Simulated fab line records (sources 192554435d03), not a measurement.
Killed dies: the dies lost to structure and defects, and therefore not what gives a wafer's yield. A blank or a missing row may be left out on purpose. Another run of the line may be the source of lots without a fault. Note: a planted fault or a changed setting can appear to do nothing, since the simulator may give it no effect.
Which tool is to blame?	flow n5_finfet	27 wafers from 9 lots sampled at 5 of the route's 1938 steps

== WHAT EACH GAUGE READ, for each wafer ==
N5_SD_EPI_P_INSPECT_11: inspects for defects (macro). Usual: raw_defect_count reads 2.1 (standard deviation 1.4).
lot	measured	on	raw_defect_count	flag
L226	day 4 03:32	defect_inspect-01	5 2 4	
L231	day 5 09:10	defect_inspect-01	3 1 4	
L233	day 5 18:34	defect_inspect-02	3 2 1	
L237	day 6 20:17	defect_inspect-01	1 3 0	
L238	day 7 06:17	defect_inspect-01	2 1 2	
L240	day 7 14:59	defect_inspect-01	2 1 2	
L242	day 7 23:48	defect_inspect-02	3 3 3	
L245	day 8 20:26	defect_inspect-01	3 2 4	
L246	day 8 23:23	defect_inspect-02	5 3 1	

N5_BEOL_M4_RC_MEAS_101. Usual: DIBL_N 36.0 mV/V, standard deviation 1.7; DIBL_P 36.0 mV/V, standard deviation 2; IOFF_N 0.156 nA/um, standard deviation 0.028; IOFF_P 0.21 nA/um, standard deviation 0.04; ION_N 673 uA/um, standard deviation 12; ION_P 463 uA/um, standard deviation 8.3; SS_N 71.4 mV/dec, standard deviation 0.6; SS_P 73.3 mV/dec, standard deviation 0.66; VT_N 250 mV, standard deviation 3; VT_P -250 mV, standard deviation 3.8.
lot	measured	on	DIBL_N (mV/V)	DIBL_P (mV/V)	IOFF_N (nA/um)	IOFF_P (nA/um)	ION_N (uA/um)	ION_P (uA/um)	SS_N (mV/dec)	SS_P (mV/dec)	VT_N (mV)	VT_P (mV)	flag
L226	day 8 11:33	prober-02	36.9 36.9 34.7	36.3 35.9 34.3	0.167 0.153 0.123	0.18 0.18 0.16	677 660 672	461 448 457	71.3 71.9 70.7	73.6 73.7 72.6	250 255 254	-254 -255 -254	
L231	day 9 16:02	prober-02	36.1 36.3 36.6	35.1 35.6 35.9	0.155 0.168 0.159	0.20 0.22 0.22	669 681 673	462 465 461	71.7 70.9 71.8	73.6 73.2 74.5	252 248 251	-251 -247 -250	
L233	day 10 11:10	prober-02	32.3 34.6 34.7	32.4 35.4 35.3	0.112 0.156 0.142	0.19 0.23 0.22	658 682 660	462 467 459	70.2 71.0 71.6	72.7 73.5 73.2	254 250 252	-249 -247 -247	
L237	day 11 05:07	prober-01	35.5 37.3 37.1	34.7 36.9 37.1	0.141 0.182 0.174	0.20 0.23 0.24	656 684 688	460 472 467	70.8 71.4 71.6	73.3 72.7 73.9	254 249 249	-251 -248 -248	
L238	day 11 14:01	prober-02	38.0 36.2 33.9	39.2 36.7 34.5	0.202 0.174 0.133	0.22 0.19 0.16	691 681 667	464 458 457	72.0 71.3 70.4	74.4 73.9 73.4	245 248 251	-251 -252 -256	
L240	day 12 10:09	prober-02	38.8 37.1 37.9	38.5 36.2 36.2	0.179 0.156 0.163	0.24 0.22 0.22	675 687 672	463 470 460	71.9 71.3 71.2	73.6 72.2 72.9	249 248 251	-250 -248 -249	
L242	day 13 01:37	prober-02	34.4 35.9 34.5	34.3 36.0 33.9	0.118 0.145 0.125	0.18 0.21 0.18	667 662 662	462 456 463	70.8 71.1 71.1	72.6 73.1 72.5	256 250 252	-251 -251 -252	
L245	day 13 10:40	prober-01	35.1 36.1 35.9	35.2 36.0 36.8	0.132 0.156 0.150	0.16 0.18 0.19	676 674 680	463 461 462	70.9 71.5 71.0	72.4 73.2 72.9	251 250 251	-254 -256 -253	
L246	day 14 00:35	prober-02	36.8 36.1 36.3	37.8 37.0 36.7	0.184 0.167 0.166	0.23 0.21 0.21	694 684 680	471 464 459	71.0 71.1 71.8	73.2 72.9 73.4	246 248 247	-249 -251 -253	

== WHICH TOOL RAN EACH LOT (tool, then ch and the chambers of the sampled wafers, then the start) ==
lot	N5_SD_EPI_N_ETCH_34	N5_SD_EPI_N_SD_RECESS_17	N5_SD_EPI_P_COAT_03
L226	rie_diel-06 ch 0,2,3, day 3 22:06	rie_si-02 ch 0,2,3, day 3 22:45	litho_track-02 ch 0, day 4 03:15
L231	rie_diel-01 ch 0,3, day 5 04:47	rie_si-02 ch 0,2,3, day 5 05:26	litho_track-02 ch 0, day 5 08:45
L233	rie_diel-03 ch 0,1,3, day 5 14:01	rie_si-04 ch 0,2,3, day 5 14:40	litho_track-02 ch 0, day 5 18:17
L237	rie_diel-03 ch 1,2,3, day 6 16:04	rie_si-02 ch 1,2, day 6 16:43	litho_track-05 ch 0, day 6 20:00
L238	rie_diel-06 ch 0,2,3, day 7 01:49	rie_si-04 ch 0,2,3, day 7 02:29	litho_track-05 ch 0, day 7 05:52
L240	rie_diel-01 ch 0,1,2, day 7 10:37	rie_si-04 ch 0,1,3, day 7 11:16	litho_track-05 ch 0, day 7 14:34
L242	rie_diel-03 ch 0,1,2, day 7 18:37	rie_si-05 ch 0,1,3, day 7 19:16	litho_track-05 ch 0, day 7 23:23
L245	rie_diel-06 ch 0,1,3, day 8 12:46	rie_si-02 ch 0,2,3, day 8 13:25	litho_track-02 ch 0, day 8 20:01
L246	rie_diel-06 ch 0,1, day 8 18:31	rie_si-05 ch 0,3, day 8 19:10	litho_track-03 ch 0, day 8 22:58
- N5_SD_EPI_N_ETCH_34: etches SiARC in CF4, target depth 45.5 nm, time 75.8 s.
- N5_SD_EPI_N_SD_RECESS_17: chemistry HBr/Cl2/O2, target depth 41 nm, time 23.7 s, bt time 3 s.
- N5_SD_EPI_P_COAT_03: resist thk 150 nm.

== WHAT THE TOOLS THEMSELVES READ (means of the sampled wafers that have a number; where no wafer has one, the mark that the record gives instead) ==
N5_SD_EPI_N_ETCH_34. Usual: drypump_motor_current_A 5.7 A, standard deviation 0.42; etch_rf_on_time_s 75.2 s, standard deviation 1.9; oes_product_au 0.67 a.u., standard deviation 0.077; rf_vpp_V 184.4 V, standard deviation 1.1; showerhead_plenum_p_Torr 2.18 Torr, standard deviation 0.053; throttle_valve_pct 15.69 %, standard deviation 0.27.
lot	tool	drypump_motor_current_A (A)	etch_rf_on_time_s (s)	oes_product_au (a.u.)	rf_vpp_V (V)	showerhead_plenum_p_Torr (Torr)	throttle_valve_pct (%)	flag
L226	rie_diel-06	5.5	75.0	0.66	184.9	2.20	15.78	
L231	rie_diel-01	6.3	76.0	0.61	184.8	2.18	15.81	
L233	rie_diel-03	5.9	76.3	0.66	182.9	2.14	15.73	
L237	rie_diel-03	5.7	75.5	0.73	183.3	2.13	15.54	
L238	rie_diel-06	5.5	75.4	0.64	184.4	2.19	15.83	
L240	rie_diel-01	6.1	76.0	0.64	185.1	2.16	15.65	
L242	rie_diel-03	5.7	76.1	0.77	184.5	2.16	15.55	
L245	rie_diel-06	5.6	74.2	0.70	185.4	2.21	15.66	
L246	rie_diel-06	5.4	76.0	0.70	185.7	2.24	15.54	

N5_SD_EPI_N_SD_RECESS_17. Usual: drypump_motor_current_A 5.6 A, standard deviation 0.6; oes_product_au 1.003 a.u., standard deviation 0.016; throttle_valve_pct 37.2 %, standard deviation 0.33.
lot	tool	drypump_motor_current_A (A)	oes_product_au (a.u.)	throttle_valve_pct (%)	flag
L226	rie_si-02	5.8	1.005	37.4	
L231	rie_si-02	5.8	1.008	37.4	
L233	rie_si-04	5.8	0.985	37.1	
L237	rie_si-02	6.0	1.014	37.1	
L238	rie_si-04	5.8	0.987	37.1	
L240	rie_si-04	5.6	1.000	37.2	
L242	rie_si-05	5.1	1.010	37.4	
L245	rie_si-02	5.8	1.004	37.4	
L246	rie_si-05	5.4	1.001	37.2	

N5_SD_EPI_P_COAT_03. Usual: resist_line_temp_C 23.01 C, standard deviation 0.1; spin_speed_rpm 1500.0 rpm, standard deviation 1.
lot	tool	resist_line_temp_C (C)	spin_speed_rpm (rpm)	flag
L226	litho_track-02	23.06	1499.4	
L231	litho_track-02	23.02	1230.7	OFF
L233	litho_track-02	22.87	1231.7	OFF
L237	litho_track-05	23.04	1500.6	
L238	litho_track-05	23.00	1499.8	
L240	litho_track-05	22.94	1499.7	
L242	litho_track-05	22.89	1499.4	
L245	litho_track-02	23.01	1500.6	
L246	litho_track-03	22.88	1499.5	

== THE ANSWER, worked out from the rows above alone ==
Rule: take the mean of a lot's wafers that have a number; if it is more than 3 standard deviations from the usual mean, the lot is off. Also off: a lot with no number at a reading for which 4 or more lots have one. All remaining lots with rows at the step are treated as sound. After the gauges, taken in route order, come the tools' own readings; for these a lot's mean is taken, as printed above. The first step at which some lot is off is used, and at that step the reading that is off furthest; a lot without a number counts as furthest.
Off, at N5_SD_EPI_P_COAT_03 on spin_speed_rpm: L231, L233.
A tool fits if, at that step or a process step before it, it ran every lot that is off, and no sound lot after the first of them. None of those tried fits.

== WHAT HAD BEEN PUT IN BY THE SIMULATOR ==
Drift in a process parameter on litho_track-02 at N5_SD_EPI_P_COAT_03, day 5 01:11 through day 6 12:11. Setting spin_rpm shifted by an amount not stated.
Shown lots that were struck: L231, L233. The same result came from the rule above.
